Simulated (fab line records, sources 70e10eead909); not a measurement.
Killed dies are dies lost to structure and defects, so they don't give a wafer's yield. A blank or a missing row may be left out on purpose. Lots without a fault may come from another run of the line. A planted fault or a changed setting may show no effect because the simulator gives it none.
Problem report in the 8D (eight disciplines) form, filled by code | flow nand_harc | the parts of the form that need people (team, actions taken, sign-off) are left out

1. THE PROBLEM
thk_nm at NHARC_A_ONON_D1_THK_MEAS_30 reads a mean of 676 nm on 2 wafers of 2 lots; wafers without a fault read 998 nm with a standard deviation of 11. That is -29 standard deviations from the usual mean.
The step: measures by ellipsometry.
First seen on wafer L616.6, day 10 21:32, on film_metro-01. The record holds 34 wafers of 12 lots with a number at this step. Rule for "out", or "out of limits": more than 4 standard deviations from the usual mean. The other wafers with a number count as sound.

2. WHAT IT IS AND WHAT IT IS NOT
question                    | is                           | is not
which readings at this step | thk_nm                       | -
which lots                  | L616, L618                   | L607, L608, L609, L611, L612, L622, L624, L628, L629, L630
which wafers of those lots  | L616.6, L618.6               | L616.1, L618.1
read on which gauges        | film_metro-01, film_metro-02 | -
when                        | from day 10 21:32            | up to then (16 sound wafers); but 16 sound wafers of L618, L622, L624, L628, L629, L630 came after

3. SUSPECTS, AND WHAT RULES EACH OUT
Counting: a tool at a process step up to the reading stays a suspect if it ran every lot that is out. Sound lots after the first of them don't rule it out here, since some wafers of a struck lot are sound.
- the gauge at NHARC_A_ONON_D1_THK_MEAS_30: ruled out. The wafers that are out were read on 2 gauges (film_metro-01, film_metro-02).
- pecvd_onon-02 at NHARC_A_ONON_D1_DEP_28 (target thk 1000 nm): kept. It ran every lot that is out, first L616 (day 10 21:01); its last sound lot up to then is L611 (day 9 03:23).
Left after counting: pecvd_onon-02 at NHARC_A_ONON_D1_DEP_28.

4. THE CAUSE (what the simulator had put in)
Process parameter drift: pecvd_onon-02, from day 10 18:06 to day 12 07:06, at NHARC_A_ONON_D1_DEP_28. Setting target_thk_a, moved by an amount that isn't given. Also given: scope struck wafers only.
Counting left only this tool.

5. THE CHAIN OF EFFECTS, in route order
Each row: a reading whose mean over the struck wafers that have a number lies more than 3 standard deviations from the usual. Only readings for which the record gives a usual standard deviation are gone through. hours: the time from each lot's start at the first step in this table that gives one to its start at this step, as a median over the lots. sigmas: the change in usual standard deviations.
hours | step                        | reading         | usual  | on struck wafers | change | sigmas
0     | NHARC_A_ONON_D1_THK_MEAS_30 | thk_nm          | 998 nm | 676              | -322   | -29
276   | NHARC_END_SORT_01           | killed_at_array | 29     | 670              | +642   | +64
276   | NHARC_END_SORT_01           | killed_dies     | 33     | 677              | +644   | +59

6. WHAT WOULD HAVE CAUGHT IT SOONER
In this record the first reading out of limits at a measuring or inspecting step was taken at day 10 21:32, 3 hours after the fault began at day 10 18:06.
Of the tool readings at NHARC_A_ONON_D1_DEP_28 for which the record gives a usual standard deviation, none was out on any struck wafer, so an alarm limit of 4 standard deviations on them would not have fired.
Of the lots that are out (2), L618 began NHARC_A_ONON_D1_DEP_28 on pecvd_onon-02 after day 10 21:32. A hold on the tool at that time would have spared it.
